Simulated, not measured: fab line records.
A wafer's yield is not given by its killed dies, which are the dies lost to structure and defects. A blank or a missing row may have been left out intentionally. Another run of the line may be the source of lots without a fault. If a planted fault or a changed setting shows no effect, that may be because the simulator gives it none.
Split-lot study	flow n5 finfet	21 wafers read across 7 lots, on a route 1938 steps long

ABOUT THE SPLIT
At N5_HKMG_FIN_ETCH_58 (etches SOC in N2/H2, target depth 215.8 nm, time 741 s), the setting source w was moved away from the recipe's 875 W on 5 of the 21 wafers read, by -10.8% to +11.0%. For the rest of the wafers, this setting stayed at what the recipe calls for.

The reading comes from the split's own step.

THE READING
rf vpp V, in V, at N5_HKMG_FIN_ETCH_58 (etches SOC in N2/H2, target depth 215.8 nm, time 741 s). Fault-free wafers of this fab line usually give 99.2 V, standard deviation 0.85 V.

wafer	tool, chamber at the split	source w as run, W	against the recipe	rf vpp V, V	against lot-mates on the recipe
L077.2	rie diel-06, 0	971.6	+11.0%	94.8	no lot-mate on the recipe
L077.3	rie diel-06, 2	971.6	+11.0%	95.4	no lot-mate on the recipe
L077.4	rie diel-06, 3	971.6	+11.0%	95.0	no lot-mate on the recipe
L082.1	rie diel-04, 0	875	recipe	100.1	-
L082.2	rie diel-04, 1	875	recipe	99.0	-
L082.3	rie diel-04, 2	875	recipe	99.2	-
L083.1	rie diel-06, 3	875	recipe	100.4	-
L083.2	rie diel-06, 1	952.2	+8.8%	95.8	-3.8
L083.6	rie diel-06, 3	875	recipe	98.8	-
L084.4	rie diel-05, 3	875	recipe	99.6	-
L084.5	rie diel-05, 1	875	recipe	98.9	-
L084.6	rie diel-05, 0	875	recipe	98.6	-
L085.1	rie diel-06, 2	875	recipe	99.6	-
L085.3	rie diel-06, 0	875	recipe	98.7	-
L085.5	rie diel-06, 2	875	recipe	100.7	-
L087.1	rie diel-04, 2	875	recipe	98.7	-
L087.4	rie diel-04, 0	875	recipe	99.7	-
L087.5	rie diel-04, 0	875	recipe	100.1	-
L096.3	rie diel-04, 1	875	recipe	99.7	-
L096.4	rie diel-04, 3	875	recipe	99.1	-
L096.5	rie diel-04, 1	780.4	-10.8%	103.8	+4.4

FIT RESULTS
A straight line over all 21 wafers: rf vpp V changes by -0.4 V for each +1% of source w; r = -0.96; the points scatter about the line by 0.59 V.
The same after taking each lot's own level away (the mean of its wafers on the recipe; 18 wafers): -0.417 V for each +1%; r = -0.92; scatter 0.6 V.
According to that fit, moving source w by its largest amount changes the reading by 4.6 V.
Across the lots, their own levels run from 99.03 to 99.67 V, a range of 0.7 times the standard deviation given above.
Consequently the slope shifts little with the lot-to-lot level, the two slopes agreeing.
Check: +4.66 V against its lot-mates is what the line predicts for one of the wafers moved furthest among these (-10.8%) when that wafer is left out of the fit. Against them it came out at +4.4 V.
Tool readings at the split's step, against how far the setting was moved: rf vpp V r = -0.96.

THE OTHER SPLITS THESE WAFERS WENT THROUGH
These wafers also went through other splits before the reading. Each is held against what the fit with the lots' levels taken away leaves over:
other split on the same wafers	wafers away from the commonest value	r with rf vpp V (lot level and that fit taken away)
N5_SDB_ALD_29 ald cycles	7	-0.07
N5_HKMG_FIN_ETCH_55 bias w	4	+0.16

THE FILE'S OWN FIT
rf vpp V changes by -0.416 V for each +1% of source w, r = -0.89.
